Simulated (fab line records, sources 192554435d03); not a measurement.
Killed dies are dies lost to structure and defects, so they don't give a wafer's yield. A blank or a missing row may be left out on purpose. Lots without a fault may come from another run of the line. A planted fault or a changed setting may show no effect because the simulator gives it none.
A struck lot beside a sound one | flow n5_finfet | 21 steps out of a route of 1938
Sound: wafers L659.1, L659.2, L659.3. Struck: wafer L654.5. (L654.1, L654.4 of the same lot were not struck and are left out.) The cause comes at the end.
At each step with rows: each side's tool, then ch and its chambers, then its first start. Under that, the readings that differ: sound wafers | struck wafers | difference of the means | sigmas: that difference in standard deviations of wafers without a fault.
alike: readings whose means differ by less than 2 such deviations, and words and numbers that are the same on both sides. not compared: withheld readings, readings that some wafer has no value for, bounds like >300 that may hide the same value, and numbers for which the record gives no deviation and whose values overlap.
The two part at a step that has a row with sigmas, a row that says differs or no value, or rows on one side only. Numbers that don't overlap but have no deviation are shown without sigmas and don't part them. A reading that every wafer of one side lacks parts them only if that side has two wafers or more.

first, 8 steps without rows for these wafers: N5_ILD0_LINER_00 (material SiNx, target thk 4 nm, pulse time 1 s, purge time 2 s); N5_ILD0_FCVD_FILL_01 (material SiO2 flowable, target thk 200 nm, time 328.3 s); N5_ILD0_CURE_02 (time 1800 s); N5_ILD0_CMP_03 (polishes, stops on SiNx, t overpolish 1.9 s, target thk 197.38 nm); N5_ILD0_CMP_07 (polishes SiO2 flowable, stops on poly-Si, t overpolish 1.18 s, target thk 138.88 nm); N5_ILD0_PRECLEAN_10 (cleans in NF3:NH3, afs cycles 5, time 20 s, sublimation time 60 s); N5_ILD0_ALD_15 (deposits SiNx, target thk 24 nm, pulse time 1 s, ald cycles 480); N5_ILD0_CMP_12 (polishes SiNx, stops on poly-Si, t overpolish 6 s, target thk 17.67 nm).
N5_SDB_HM_DEP_00: deposits SiNx from SiH4/NH3/N2, target thk 40 nm, time 35.3 s.
  sound on pecvd-03 ch 0,1,2, day 9 04:59; struck on pecvd-02 ch 2, day 7 16:25
  reading            | sound       | struck | difference | sigmas
  heater_power_w (W) | 749 659 609 | 901    | +229       | +3
  alike: showerhead_plenum_p_Torr, throttle_valve_pct
then, 8 steps without rows for these wafers: N5_SDB_COAT_03 (time 60 s, resist thk 100 nm); N5_SDB_COAT_04 (time 60 s, resist thk 18 nm); N5_SDB_COAT_05 (resist thk 90 nm); N5_SDB_EBR_07; N5_SDB_SOFTBAKE_06 (time 60 s); N5_SDB_EXPOSE_08 (exposes mask SDB); N5_SDB_PEB_09 (peb time 60 s); N5_SDB_DEVELOP_10 (develop time 30 s).
N5_SDB_INSPECT_13: inspects for defects (brightfield).
  sound on defect_inspect-02, day 9 05:22; struck on defect_inspect-02, day 7 16:55
  reading          | sound    | struck | difference | sigmas
  raw_defect_count | 83 69 62 | 696    | +625       | +22
then, 1 step without rows for these wafers: N5_SDB_DESCUM_16 (chemistry O2, time 7.9 s).
-- the record jumps here: 7 days lie between the struck wafers' starts before and after (it left off in module SDB and takes up again in module BEOL_M4, whose first step shown is number 1111 of the route) --
N5_BEOL_M4_RC_MEAS_101:
  sound on prober-01 ch 0, day 15 15:08; struck on prober-01 ch 0, day 14 05:01
  reading        | sound             | struck | difference | sigmas
  DIBL_P (mV/V)  | 37.9 37.0 39.8    | 35.4   | -2.8       | -2
  IOFF_P (nA/um) | 0.231 0.200 0.257 | 0.165  | -0.064     | -2
  alike: DIBL_N, IOFF_N, ION_N, ION_P, SS_N, SS_P, VT_N, VT_P
-- the record jumps here: 4 days lie between the struck wafers' starts before and after (it left off in module BEOL_M4 and takes up again in module PASSIVATION, whose first step shown is number 1936 of the route) --
N5_PASSIVATION_PROBE_49:
  the record has rows for the struck wafers here (prober-01, day 18 11:29) and none for the sound ones

WHERE THEY PART
First at N5_SDB_HM_DEP_00; last, within this record, at N5_PASSIVATION_PROBE_49.

WHY: what the simulator had put in
Chamber particle source: pecvd-02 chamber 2, from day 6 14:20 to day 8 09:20, at N5_SDB_HM_DEP_00. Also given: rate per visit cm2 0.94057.
